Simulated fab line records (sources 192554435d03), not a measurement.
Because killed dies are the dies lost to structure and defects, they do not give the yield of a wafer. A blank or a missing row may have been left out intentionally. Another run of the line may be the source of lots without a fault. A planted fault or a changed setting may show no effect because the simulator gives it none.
Split-lot experiment | flow n5_finfet | route with 1938 steps; 7 lots, 21 wafers read

== SPLIT DETAILS ==
At N5_BEOL_M5_ETCH_72 (etches underlayer in N2/H2, target depth 6.5 nm, time 5.2 s), the setting bias_w was moved away from the recipe's 150 W on 5 of the 21 wafers read, by -5.1% to +13.8%. The other wafers ran this setting at the recipe's value.

The reading comes from the split's own step.

== THE READING ==
rf_vpp_V, in V, at N5_BEOL_M5_ETCH_72 (etches underlayer in N2/H2, target depth 6.5 nm, time 5.2 s). Fault-free wafers of this fab line usually give 524.9 V, standard deviation 3 V.

wafer  | tool, chamber at the split | bias_w as run, W | against the recipe | rf_vpp_V, V | against lot-mates on the recipe
L078.1 | rie_diel-06, 1             | 150              | recipe             | 522.3       | -
L078.3 | rie_diel-06, 2             | 143.1            | -4.6%              | 513.4       | -9.6
L078.5 | rie_diel-06, 1             | 150              | recipe             | 523.7       | -
L079.3 | rie_diel-02, 0             | 150              | recipe             | 527.8       | -
L079.4 | rie_diel-02, 3             | 150              | recipe             | 526.6       | -
L079.6 | rie_diel-02, 0             | 150              | recipe             | 528.3       | -
L081.3 | rie_diel-04, 2             | 150              | recipe             | 524.1       | -
L081.4 | rie_diel-04, 0             | 150              | recipe             | 524.5       | -
L081.6 | rie_diel-04, 3             | 150              | recipe             | 527.4       | -
L085.1 | rie_diel-02, 0             | 150              | recipe             | 528.5       | -
L085.2 | rie_diel-02, 2             | 150              | recipe             | 526.9       | -
L085.3 | rie_diel-02, 3             | 142.4            | -5.1%              | 510.6       | -17.1
L089.1 | rie_diel-04, 3             | 150              | recipe             | 523.5       | -
L089.3 | rie_diel-04, 0             | 170.7            | +13.8%             | 569.7       | +46.2
L089.4 | rie_diel-04, 1             | 170.7            | +13.8%             | 567.6       | +44.1
L092.2 | rie_diel-06, 0             | 150              | recipe             | 521.7       | -
L092.3 | rie_diel-06, 2             | 150              | recipe             | 527.7       | -
L092.5 | rie_diel-06, 0             | 165              | +10.0%             | 553.3       | +28.6
L093.1 | rie_diel-06, 1             | 150              | recipe             | 522.0       | -
L093.4 | rie_diel-06, 2             | 150              | recipe             | 530.1       | -
L093.6 | rie_diel-06, 1             | 150              | recipe             | 523.0       | -

THE FIT
A straight line over all 21 wafers: rf_vpp_V changes by +3.03 V for each +1% of bias_w; r = +0.99; the points scatter about the line by 2.6 V.
The same after taking each lot's own level away (the mean of its wafers on the recipe; 21 wafers): +3.14 V for each +1%; r = +0.99; scatter 2.4 V.
According to that fit, moving bias_w by its largest amount changes the reading by 43 V.
The lots' own levels span 523.00 to 527.70 V, that is 1.6 times the standard deviation above.
The two slopes agree, so the slope changes little with the lot-to-lot level.
Check: with one of the wafers moved furthest among these (+13.8%) left out of the fit, the line predicts +42 V for it against its lot-mates. It came out at +46.2 V against them.
Tool readings at the split's step, against how far the setting was moved: rf_vpp_V r = +0.99.

== OTHER SPLITS APPLIED TO THESE WAFERS ==
These wafers also went through other splits before the reading. Each is held against what the fit with the lots' levels taken away leaves over:
other split on the same wafers            | wafers away from the commonest value | r with rf_vpp_V (lot level and that fit taken away)
N5_BEOL_M0_TRENCH_ETCH_107 target_depth_a | 6                                    | -0.15
N5_BEOL_M1_HM_DEP_02 target_thk_a         | 7                                    | -0.01
N5_BEOL_M1_COAT_61 spin_rpm               | 9                                    | -0.11
N5_BEOL_M2_ILD_DEP_00 time_s              | 5                                    | -0.26
N5_BEOL_M3_COAT_67 spin_rpm               | 6                                    | +0.31
N5_BEOL_M3_EXPOSE_25 dose_mj              | 9                                    | -0.31
N5_BEOL_M5_COAT_05 spin_rpm               | 9                                    | +0.10

== THE FILE'S OWN FIT ==
rf_vpp_V changes by +3.08 V for each +1% of bias_w, r = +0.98.
